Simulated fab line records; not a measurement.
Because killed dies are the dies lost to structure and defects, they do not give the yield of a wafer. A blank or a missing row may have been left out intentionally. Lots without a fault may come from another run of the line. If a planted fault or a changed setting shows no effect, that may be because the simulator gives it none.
fab line records -- flow nand_harc -- part 2 of 2: steps 4 to 6 of 6
[record] lots = 24, wafers = 72, last_day = 33
route steps=1302 shown P_STI@87 P_GATE@122 A_ZERO_WELL@411 A_SOURCE_PLATE@416
lots untouched by any fault: they come from a run of this same line in which no faults occurred
start_h: the number of hours between the record's first day and the start of the first shown wafer of the lot -- wait_h: hours elapsed since this lot's preceding step -- " identical to the entry in the row above -- L1.1+2: several wafers, shown together as one row -- - no value, or no start given -- * or withheld: withheld -- < > ~ a bound
route shown NAME@n: NAME is a module with steps in the file, n the number in the route of the first one -- usual: mean/standard deviation of fault-free wafers -- same: alike in all rows -- chamber/n: place in a boat -- sites: readings site by site -- _std_site: how widely they spread, as a standard deviation -- _edge_site: mean of outer sites minus mean of inner sites -- radius_mm: how far each site lies from the wafer's centre -- mask NAME#n: copy n -- behind: the most recent tool/chamber to have shaped the wafer -- hold: the reason the lot was held/the length of the hold in hours/how it ended -- device: names the non-switching transistor (n, p or np) -- end of line: the route-end tests of the same wafers -- a step without rows: its recipe alone -- killed: dies lost to structure and defects at the first sort, not the wafer's yield -- map: dies across one wafer; x = killed, . = not, _ = none there
set.NAME: the setting as run; set.NAME@STEP: as run at that earlier step -- model.NAME: the simulator's own value behind a step, which no gauge read
one table for each step of the route and one row for each wafer, over a sample of lots
services: from which hour (start_h, from the record's first day; less than 0 if before it) a tool's chamber was out of use, for how many hours, and why
[[steps]]
[step NHARC_P_GATE_STRIP_101]
[recipe] time_s = 20, o2_flow_sccm = 500, ar_flow_sccm = 0, bias_w = 0, chemistry = O2
[usual] drypump_motor_current_A = 5.5/0.41, oes_product_au = 0.997/0.013, rf_vpp_V = 57.7/0.81, showerhead_plenum_p_Torr = 3.50/0.13, throttle_valve_pct = 17.037/0.0086
lot.wafer,tool,chamber,start_h,wait_h,drypump_motor_current_A,oes_product_au,rf_hours_counter_h,rf_vpp_V,showerhead_plenum_p_Torr,throttle_valve_pct
L074.1,rie_diel-08,3,114.44,0.1,6.1,1.000,5.6,58.4,3.58,17.037
L074.5,rie_diel-08,0,114.44,0.1,5.9,1.014,-,57.6,3.36,17.042
L074.6,rie_diel-08,1,114.44,0.1,4.9,1.001,-,58.2,3.38,17.045
L075.4,rie_diel-08,1,122.19,0.1,4.9,0.991,5.2,58.1,3.38,17.033
L075.1,rie_diel-08,3,122.19,0.1,6.1,0.996,5.7,58.1,3.58,17.036
L075.5,rie_diel-08,1,122.19,0.1,4.9,0.991,-,56.9,3.38,17.046
L076.4,rie_diel-08,3,127.72,0.1,6.1,1.007,5.7,57.2,3.58,17.050
L076.3,rie_diel-08,1,127.72,0.1,4.9,0.988,5.2,58.0,3.38,17.037
L076.6,rie_diel-08,3,127.72,0.1,6.1,0.994,-,59.0,3.58,17.033
L077.4,rie_diel-08,1,145.93,0.1,4.9,0.985,6.4,57.3,3.38,17.039
L077.6,rie_diel-08,2,145.93,0.1,5.5,0.979,-,56.6,3.31,17.055
L077.5,rie_diel-08,3,145.93,0.1,6.0,0.991,-,57.8,3.58,17.033
L078.3,rie_diel-12,3,148.12,0.1,6.1,1.009,2.6,59.0,3.64,17.036
L078.1,rie_diel-12,0,148.12,0.1,5.7,1.009,2.3,57.3,3.43,17.026
L078.6,rie_diel-12,3,148.12,0.1,6.1,1.012,-,58.2,3.64,17.037
L079.4,rie_diel-12,2,160.83,0.1,5.2,1.019,2.9,57.6,3.54,17.040
L079.3,rie_diel-12,3,160.83,0.1,6.0,1.001,2.8,58.3,3.64,17.051
L079.5,rie_diel-12,0,160.83,0.1,5.7,0.994,-,57.8,3.43,17.041
L081.4,rie_diel-08,1,176.73,0.1,4.9,0.994,8.0,57.7,3.38,17.046
L081.1,rie_diel-08,2,176.73,0.1,5.4,0.991,9.2,57.6,3.31,17.039
L081.6,rie_diel-08,1,176.73,0.1,4.9,0.994,-,57.7,3.38,17.031
L080.3,rie_diel-08,1,178.31,0.1,4.9,0.992,8.1,57.9,3.38,17.029
L080.4,rie_diel-08,3,178.31,0.1,6.1,0.997,8.6,57.0,3.58,17.040
L080.5,rie_diel-08,0,178.31,0.1,5.9,1.001,-,57.3,3.36,17.037
L082.1,rie_diel-12,2,189.67,0.1,5.2,1.023,4.8,58.7,3.54,17.052
L082.3,rie_diel-12,3,189.67,0.1,6.1,1.002,5.2,57.7,3.63,17.042
L082.5,rie_diel-12,3,189.67,0.1,6.0,1.010,-,59.5,3.64,17.054
L083.2,rie_diel-12,3,205.95,0.1,6.0,0.992,6.1,58.5,3.63,17.038
L083.1,rie_diel-12,0,205.95,0.1,5.7,0.998,5.5,57.6,3.43,17.028
L083.6,rie_diel-12,2,205.95,0.1,5.2,1.011,-,57.7,3.54,17.045
L084.1,rie_diel-12,0,214.09,0.1,5.7,1.001,5.8,58.5,3.43,17.019
L084.5,rie_diel-12,2,214.09,0.1,5.2,1.024,-,58.9,3.54,17.032
L084.6,rie_diel-12,3,214.09,0.1,6.0,1.015,-,57.7,3.63,17.031
L085.3,rie_diel-08,0,222.87,0.1,5.9,1.005,2.4,55.9,3.35,17.023
L085.5,rie_diel-08,0,222.87,0.1,5.9,1.009,-,57.5,3.35,17.030
L085.6,rie_diel-08,1,222.87,0.1,4.9,1.016,-,58.9,3.38,17.035
L087.1,rie_diel-08,0,233.51,0.1,5.9,0.993,3.0,57.3,3.35,17.046
L087.5,rie_diel-08,1,233.51,0.1,4.9,1.016,-,57.0,3.38,17.031
L087.6,rie_diel-08,2,233.51,0.1,5.4,1.009,-,57.9,3.31,17.033
L086.2,rie_diel-02,0,234.07,0.1,5.2,1.017,0.2,57.5,3.68,17.041
L086.4,rie_diel-02,0,234.07,0.1,5.2,1.013,-,58.9,3.68,17.045
L086.6,rie_diel-02,2,234.07,0.1,4.9,1.007,-,57.5,3.67,17.049
L088.1,rie_diel-12,3,254.38,0.1,6.0,0.997,8.1,58.3,3.63,17.026
L088.3,rie_diel-12,2,254.38,0.1,5.2,1.023,7.6,57.3,3.54,17.027
L088.6,rie_diel-12,3,254.38,0.1,6.1,1.000,-,56.8,3.63,17.019
L089.2,rie_diel-02,3,255.18,0.1,5.3,0.979,0.1,57.8,3.67,17.045
L089.3,rie_diel-02,0,255.18,0.1,5.3,1.015,0.6,58.3,3.68,17.037
L089.5,rie_diel-02,0,255.18,0.1,5.3,1.004,-,59.4,3.68,17.039
L090.3,rie_diel-02,2,270.03,0.1,4.8,0.990,1.7,56.8,3.67,17.032
L090.2,rie_diel-02,3,270.03,0.1,5.3,0.969,1.1,58.3,3.67,17.037
L090.4,rie_diel-02,0,270.03,0.1,5.3,1.011,2.1,56.7,3.68,17.043
L091.2,rie_diel-08,0,280.30,0.1,5.9,0.978,4.5,57.3,3.35,17.046
L091.5,rie_diel-08,0,280.30,0.1,5.9,0.985,-,57.3,3.35,17.047
L091.6,rie_diel-08,1,280.30,0.1,4.9,0.984,-,56.5,3.38,17.039
L092.1,rie_diel-02,0,285.74,0.1,5.2,1.008,2.8,57.6,3.68,17.033
L092.2,rie_diel-02,1,285.74,0.1,5.7,0.987,2.3,59.2,3.58,17.032
L092.5,rie_diel-02,3,285.74,0.1,5.3,0.989,-,57.1,3.67,17.052
L093.4,rie_diel-02,3,297.10,0.1,5.3,0.988,1.9,57.6,3.67,17.032
L093.2,rie_diel-02,0,297.10,0.1,5.3,1.012,3.0,57.7,3.68,17.040
L093.5,rie_diel-02,3,297.10,0.1,5.3,1.006,-,58.0,3.67,17.043
L094.3,rie_diel-12,3,304.24,0.1,6.0,0.998,1.9,57.7,3.63,17.035
L094.4,rie_diel-12,1,304.24,0.1,5.3,0.987,1.6,57.9,3.37,17.037
L094.6,rie_diel-12,3,304.24,0.1,6.1,0.989,-,58.8,3.63,17.036
L095.3,rie_diel-12,1,320.47,0.1,5.2,0.993,2.0,56.4,3.37,17.041
L095.5,rie_diel-12,2,320.47,0.1,5.2,1.012,-,57.9,3.53,17.053
L095.6,rie_diel-12,3,320.47,0.1,6.0,0.983,-,57.5,3.63,17.032
L096.1,rie_diel-02,0,328.45,0.1,5.3,0.999,6.3,58.1,3.68,17.033
L096.2,rie_diel-02,1,328.45,0.1,5.7,0.981,5.0,59.3,3.58,17.038
L096.5,rie_diel-02,1,328.45,0.1,5.7,0.986,-,56.2,3.58,17.030
L097.3,rie_diel-12,3,334.88,0.1,6.0,0.979,3.1,59.5,3.63,17.037
L097.4,rie_diel-12,0,334.88,0.1,5.8,0.997,2.8,58.0,3.42,17.023
L097.5,rie_diel-12,0,334.88,0.1,5.8,1.002,-,58.4,3.42,17.041
[step NHARC_A_ZERO_WELL_RTA_16]
[recipe] temp_c = 1000, time_s = 10
[usual] lamp_power_pct = 26.40/0.19, lamp_zone_7_pct = 26.83/0.19, wafer_temp_C_max = 1004.5/0.94
lot.wafer,tool,chamber,start_h,wait_h,lamp_power_pct,lamp_zone_7_pct,wafer_temp_C_max
L074.1,rtp_anneal-01,0,146.12,-,26.63,27.03,1004.4
L074.5,rtp_anneal-01,0,146.12,-,26.59,27.03,1004.8
L074.6,rtp_anneal-01,0,146.12,-,26.62,27.06,1004.6
L075.1,rtp_anneal-01,0,153.48,-,26.60,27.04,1003.2
L075.4,rtp_anneal-01,0,153.48,-,26.63,27.03,1004.1
L075.5,rtp_anneal-01,0,153.48,-,26.60,27.05,1006.1
L076.3,rtp_anneal-01,0,158.98,-,26.60,27.02,1004.8
L076.4,rtp_anneal-01,0,158.98,-,26.58,27.00,1004.7
L076.6,rtp_anneal-01,0,158.98,-,26.62,27.04,1003.7
L077.4,rtp_anneal-02,0,177.27,-,26.22,26.65,1003.7
L077.5,rtp_anneal-02,0,177.27,-,26.20,26.59,1005.9
L077.6,rtp_anneal-02,0,177.27,-,26.30,26.66,1005.3
L078.1,rtp_anneal-02,0,179.20,-,26.23,26.65,1004.5
L078.3,rtp_anneal-02,0,179.20,-,26.23,26.65,1003.5
L078.6,rtp_anneal-02,0,179.20,-,26.21,26.66,1004.0
L079.3,rtp_anneal-02,0,192.76,-,26.24,26.66,1003.8
L079.4,rtp_anneal-02,0,192.76,-,26.25,26.64,1005.6
L079.5,rtp_anneal-02,0,192.76,-,26.25,26.67,1004.2
L081.1,rtp_anneal-02,0,207.96,-,26.22,26.66,1005.3
L081.4,rtp_anneal-02,0,207.96,-,26.20,26.67,1003.6
L081.6,rtp_anneal-02,0,207.96,-,26.23,26.61,1005.5
L080.3,rtp_anneal-01,0,209.39,-,26.62,27.04,1004.9
L080.4,rtp_anneal-01,0,209.39,-,26.57,27.04,1004.5
L080.5,rtp_anneal-01,0,209.39,-,26.58,27.03,1005.0
L082.1,rtp_anneal-01,0,221.45,-,26.59,27.02,1005.8
L082.3,rtp_anneal-01,0,221.45,-,26.61,27.06,1006.7
L082.5,rtp_anneal-01,0,221.45,-,26.62,27.00,1004.0
L083.1,rtp_anneal-02,0,238.29,-,26.24,26.64,1005.2
L083.2,rtp_anneal-02,0,238.29,-,26.22,26.65,1004.9
L083.6,rtp_anneal-02,0,238.29,-,26.20,26.60,1004.2
L084.1,rtp_anneal-01,0,250.94,-,26.58,27.02,1003.5
L084.5,rtp_anneal-01,0,250.94,-,26.61,27.00,1003.2
L084.6,rtp_anneal-01,0,250.94,-,26.61,27.03,1005.4
L085.3,rtp_anneal-02,0,259.38,-,26.22,26.61,1004.6
L085.5,rtp_anneal-02,0,259.38,-,26.20,26.61,1005.2
L085.6,rtp_anneal-02,0,259.38,-,26.24,26.59,1004.5
L087.1,rtp_anneal-02,0,267.04,-,26.24,26.63,1003.3
L087.5,rtp_anneal-02,0,267.04,-,26.17,26.70,1005.1
L087.6,rtp_anneal-02,0,267.04,-,26.24,26.65,1003.9
L086.2,rtp_anneal-02,0,267.79,-,26.17,26.66,1004.3
L086.4,rtp_anneal-02,0,267.79,-,26.18,26.64,1004.0
L086.6,rtp_anneal-02,0,267.79,-,26.21,26.63,1005.7
L088.1,rtp_anneal-02,0,286.95,-,26.21,26.59,1004.3
L088.3,rtp_anneal-02,0,286.95,-,26.20,26.64,1003.7
L088.6,rtp_anneal-02,0,286.95,-,26.20,26.65,1005.8
L089.2,rtp_anneal-01,0,287.74,-,26.56,27.01,1003.6
L089.3,rtp_anneal-01,0,287.74,-,26.52,26.96,1003.7
L089.5,rtp_anneal-01,0,287.74,-,26.54,27.00,1003.5
L090.2,rtp_anneal-01,0,301.31,-,26.58,26.97,1004.0
L090.3,rtp_anneal-01,0,301.31,-,26.58,26.99,1006.0
L090.4,rtp_anneal-01,0,301.31,-,26.61,27.04,1004.9
L091.2,rtp_anneal-01,0,311.54,-,26.60,27.03,1003.2
L091.5,rtp_anneal-01,0,311.54,-,26.57,26.96,1006.6
L091.6,rtp_anneal-01,0,311.54,-,26.51,27.04,1004.6
L092.1,rtp_anneal-02,0,316.67,-,26.18,26.61,1004.0
L092.2,rtp_anneal-02,0,316.67,-,26.23,26.62,1005.7
L092.5,rtp_anneal-02,0,316.67,-,26.20,26.64,1004.7
L093.2,rtp_anneal-01,0,329.14,-,26.55,26.97,1004.6
L093.4,rtp_anneal-01,0,329.14,-,26.59,26.99,1003.5
L093.5,rtp_anneal-01,0,329.14,-,26.60,27.05,1005.6
L094.3,rtp_anneal-01,0,336.37,-,26.63,27.07,1004.1
L094.4,rtp_anneal-01,0,336.37,-,26.62,27.05,1004.5
L094.6,rtp_anneal-01,0,336.37,-,26.60,27.04,1005.7
L095.3,rtp_anneal-02,0,351.82,-,26.24,26.63,1005.6
L095.5,rtp_anneal-02,0,351.82,-,26.26,26.67,1005.8
L095.6,rtp_anneal-02,0,351.82,-,26.24,26.64,1003.8
L096.1,rtp_anneal-01,0,360.22,-,26.55,26.97,1004.5
L096.2,rtp_anneal-01,0,360.22,-,26.55,26.98,1005.0
L096.5,rtp_anneal-01,0,360.22,-,26.53,26.99,1003.9
L097.3,rtp_anneal-02,0,366.38,-,26.22,26.63,1004.8
L097.4,rtp_anneal-02,0,366.38,-,26.21,26.69,1004.2
L097.5,rtp_anneal-02,0,366.38,-,26.16,26.65,1003.9
[step NHARC_A_SOURCE_PLATE_THK_MEAS_09]
[recipe] thk_meas_gauge = ellipsometry
[usual] thk_nm = 9.8/0.96
lot.wafer,tool,chamber,start_h,wait_h,thk_nm
L074.1,film_metro-01,-,153.67,0.4,10.0
L074.5,film_metro-01,-,153.67,0.4,10.9
L074.6,film_metro-01,-,153.67,0.4,8.0
L075.1,film_metro-02,-,164.54,0.4,9.7
L075.4,film_metro-02,-,164.54,0.4,9.2
L075.5,film_metro-02,-,164.54,0.4,9.6
L076.3,film_metro-01,-,164.56,0.4,9.7
L076.4,film_metro-01,-,164.56,0.4,10.3
L076.6,film_metro-01,-,164.56,0.4,10.7
L078.1,film_metro-02,-,184.73,0.4,9.4
L078.3,film_metro-02,-,184.73,0.4,8.8
L078.6,film_metro-02,-,184.73,0.4,9.1
L077.4,film_metro-01,-,184.73,0.4,10.1
L077.5,film_metro-01,-,184.73,0.4,10.1
L077.6,film_metro-01,-,184.73,0.4,9.6
L079.3,film_metro-02,-,199.68,0.4,9.0
L079.4,film_metro-02,-,199.68,0.4,8.9
L079.5,film_metro-02,-,199.68,0.4,11.8
L081.1,film_metro-02,-,216.36,0.4,9.4
L081.4,film_metro-02,-,216.36,0.4,8.7
L081.6,film_metro-02,-,216.36,0.4,11.4
L080.3,film_metro-01,-,216.36,0.4,10.8
L080.4,film_metro-01,-,216.36,0.4,8.8
L080.5,film_metro-01,-,216.36,0.4,7.1
L082.1,film_metro-01,-,228.65,0.4,9.6
L082.3,film_metro-01,-,228.65,0.4,8.7
L082.5,film_metro-01,-,228.65,0.4,9.2
L083.1,film_metro-02,-,245.30,0.4,9.1
L083.2,film_metro-02,-,245.30,0.4,10.2
L083.6,film_metro-02,-,245.30,0.4,11.0
L084.1,film_metro-02,-,258.34,0.4,8.8
L084.5,film_metro-02,-,258.34,0.4,9.7
L084.6,film_metro-02,-,258.34,0.4,10.3
L085.3,film_metro-01,-,266.87,0.4,9.1
L085.5,film_metro-01,-,266.87,0.4,8.5
L085.6,film_metro-01,-,266.87,0.4,10.4
L087.1,film_metro-02,-,276.12,0.4,9.4
L087.5,film_metro-02,-,276.12,0.4,9.8
L087.6,film_metro-02,-,276.12,0.4,8.7
L086.2,film_metro-01,-,276.12,0.4,10.0
L086.4,film_metro-01,-,276.12,0.4,11.9
L086.6,film_metro-01,-,276.12,0.4,9.1
L088.1,film_metro-02,-,294.42,0.4,9.8
L088.3,film_metro-02,-,294.42,0.4,9.6
L088.6,film_metro-02,-,294.42,0.4,10.0
L089.2,film_metro-02,-,294.43,0.4,10.0
L089.3,film_metro-02,-,294.43,0.4,11.6
L089.5,film_metro-02,-,294.43,0.4,9.6
L090.2,film_metro-02,-,308.82,0.4,10.1
L090.3,film_metro-02,-,308.82,0.4,10.5
L090.4,film_metro-02,-,308.82,0.4,10.4
L091.2,film_metro-02,-,318.50,0.4,10.4
L091.5,film_metro-02,-,318.50,0.4,9.3
L091.6,film_metro-02,-,318.50,0.4,9.8
L092.1,film_metro-02,-,327.07,0.4,9.5
L092.2,film_metro-02,-,327.07,0.4,9.1
L092.5,film_metro-02,-,327.07,0.4,9.9
L093.2,film_metro-02,-,336.13,0.4,10.4
L093.4,film_metro-02,-,336.13,0.4,9.0
L093.5,film_metro-02,-,336.13,0.4,8.3
L094.3,film_metro-02,-,343.70,0.4,9.3
L094.4,film_metro-02,-,343.70,0.4,9.5
L094.6,film_metro-02,-,343.70,0.4,10.7
L095.3,film_metro-02,-,359.24,0.4,10.5
L095.5,film_metro-02,-,359.24,0.4,9.2
L095.6,film_metro-02,-,359.24,0.4,9.3
L096.1,film_metro-02,-,367.51,0.4,8.8
L096.2,film_metro-02,-,367.51,0.4,11.0
L096.5,film_metro-02,-,367.51,0.4,10.3
L097.3,film_metro-02,-,388.07,11.9,8.7
L097.4,film_metro-02,-,388.07,11.9,9.6
L097.5,film_metro-02,-,388.07,11.9,8.3
[[services]]
tool,chamber,start_h,hours,kind
rie_diel-04,2,36.27,6.3,repair
rie_diel-09,1,44.39,16.6,repair
rie_diel-10,1,44.54,10.1,repair
rie_diel-04,2,45.57,2.9,repair
rie_diel-10,-,65.50,9.0,pm
rie_diel-04,0,67.29,3.6,repair
rie_diel-04,1,69.19,5.3,repair
rie_diel-10,3,103.29,3.4,repair
rie_diel-04,0,114.31,11.5,repair
rie_diel-10,1,118.78,4.6,repair
rie_diel-10,0,138.63,11.2,repair
rie_diel-09,-,143.12,9.0,pm
rie_diel-10,0,176.80,1.6,repair
rie_diel-09,1,216.74,9.8,repair
rie_diel-09,0,221.90,7.7,repair
rie_diel-10,0,226.27,3.3,repair
rie_diel-10,-,242.50,9.0,pm
rie_diel-09,2,255.49,2.4,repair
rie_diel-10,2,266.17,1.5,repair
rie_diel-09,-,318.29,0.4,repair
rie_diel-09,-,320.12,9.0,pm
rie_diel-10,1,343.59,8.2,repair
rie_diel-09,2,344.49,3.1,repair
rie_diel-09,1,361.73,29.0,repair
